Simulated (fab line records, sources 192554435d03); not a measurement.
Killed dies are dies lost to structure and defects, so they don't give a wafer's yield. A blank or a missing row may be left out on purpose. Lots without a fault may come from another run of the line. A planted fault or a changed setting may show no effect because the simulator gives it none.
Which tool did it? | flow n5_finfet | 10 lots, 30 wafers sampled, at 4 steps of a route of 1938

WHAT THE GAUGES READ, wafer by wafer
N5_BEOL_M14_CD_MEAS_10: target cd 250 nm.
lot  | measured     | on        | cd_nm (nm)
L927 | day 12 12:44 | cd_sem-02 | 248.6 247.0 247.5
L929 | day 13 12:01 | cd_sem-03 | 247.6 248.9 249.1
L935 | day 13 18:50 | cd_sem-03 | 253.0 249.7 252.3
L937 | day 14 08:53 | cd_sem-03 | 248.1 249.6 246.8
L938 | day 14 10:49 | cd_sem-01 | 247.6 253.8 249.6
L939 | day 15 13:55 | cd_sem-02 | 254.6 247.7 246.2
L943 | day 16 03:38 | cd_sem-03 | 248.3 251.7 248.2
L942 | day 16 12:21 | cd_sem-01 | 249.0 251.4 249.4
L944 | day 16 11:41 | cd_sem-02 | 248.9 245.1 246.8
L947 | day 17 23:46 | cd_sem-01 | 248.9 248.1 249.1

WHICH TOOL RAN EACH LOT (tool, then ch and the chambers of the sampled wafers, then the start)
lot  | N5_BEOL_M13_ETCH_68                | N5_BEOL_M13_TRENCH_ETCH_34         | N5_BEOL_M14_PEB_08
L927 | rie_diel-04 ch 0,3, day 12 07:31   | rie_diel-04 ch 0,3, day 12 07:44   | litho_track-03 ch 0, day 12 12:37
L929 | rie_diel-03 ch 0,2,3, day 13 08:34 | rie_diel-03 ch 0,2,3, day 13 08:47 | litho_track-03 ch 0, day 13 11:55
L935 | rie_diel-04 ch 0,1,3, day 13 15:19 | rie_diel-04 ch 0,1,3, day 13 15:32 | litho_track-02 ch 0, day 13 18:43
L937 | rie_diel-03 ch 0,2,3, day 14 05:03 | rie_diel-03 ch 0,2,3, day 14 05:16 | litho_track-05 ch 0, day 14 08:46
L938 | rie_diel-04 ch 2,3, day 14 07:54   | rie_diel-04 ch 2,3, day 14 08:07   | litho_track-03 ch 0, day 14 10:42
L939 | rie_diel-02 ch 0,1, day 15 07:57   | rie_diel-02 ch 0,1, day 15 08:10   | litho_track-03 ch 0, day 15 13:47
L943 | rie_diel-02 ch 1,2, day 16 00:35   | rie_diel-02 ch 1,2, day 16 00:49   | litho_track-05 ch 0, day 16 03:31
L942 | rie_diel-03 ch 0,2,3, day 16 07:24 | rie_diel-03 ch 0,2,3, day 16 07:37 | litho_track-02 ch 0, day 16 12:14
L944 | rie_diel-02 ch 0,2,3, day 16 07:49 | rie_diel-02 ch 0,2,3, day 16 08:02 | litho_track-05 ch 0, day 16 11:35
L947 | rie_diel-04 ch 2,3, day 17 19:50   | rie_diel-04 ch 2,3, day 17 20:04   | litho_track-03 ch 0, day 17 23:39
- N5_BEOL_M13_ETCH_68: etches SOC in N2/H2, time 355 s.
- N5_BEOL_M13_TRENCH_ETCH_34: etches SiOC in C4F8/O2/Ar, target depth 413.47 nm, time 162.6 s.
- N5_BEOL_M14_PEB_08: peb time 90 s.

THE ANSWER, worked out from the rows above alone
Rule: what is usual is taken from the lots themselves. Put in order of their means at a reading, lots are off if they are a third of the lots or fewer, leave a main group of 4 or more, and stand apart from it by a gap of 3 or more times the standard deviation of the main group's means; of several such gaps the widest counts. A main group whose means are all the same, to the digits that the tables above print for the reading, isn't used. A lot without any number at a reading at which 4 lots or more have one is off too. The other lots that the step has rows for count as sound.
No lot is off at any reading shown: from this, nothing can be told.

WHAT THE SIMULATOR HAD PUT IN
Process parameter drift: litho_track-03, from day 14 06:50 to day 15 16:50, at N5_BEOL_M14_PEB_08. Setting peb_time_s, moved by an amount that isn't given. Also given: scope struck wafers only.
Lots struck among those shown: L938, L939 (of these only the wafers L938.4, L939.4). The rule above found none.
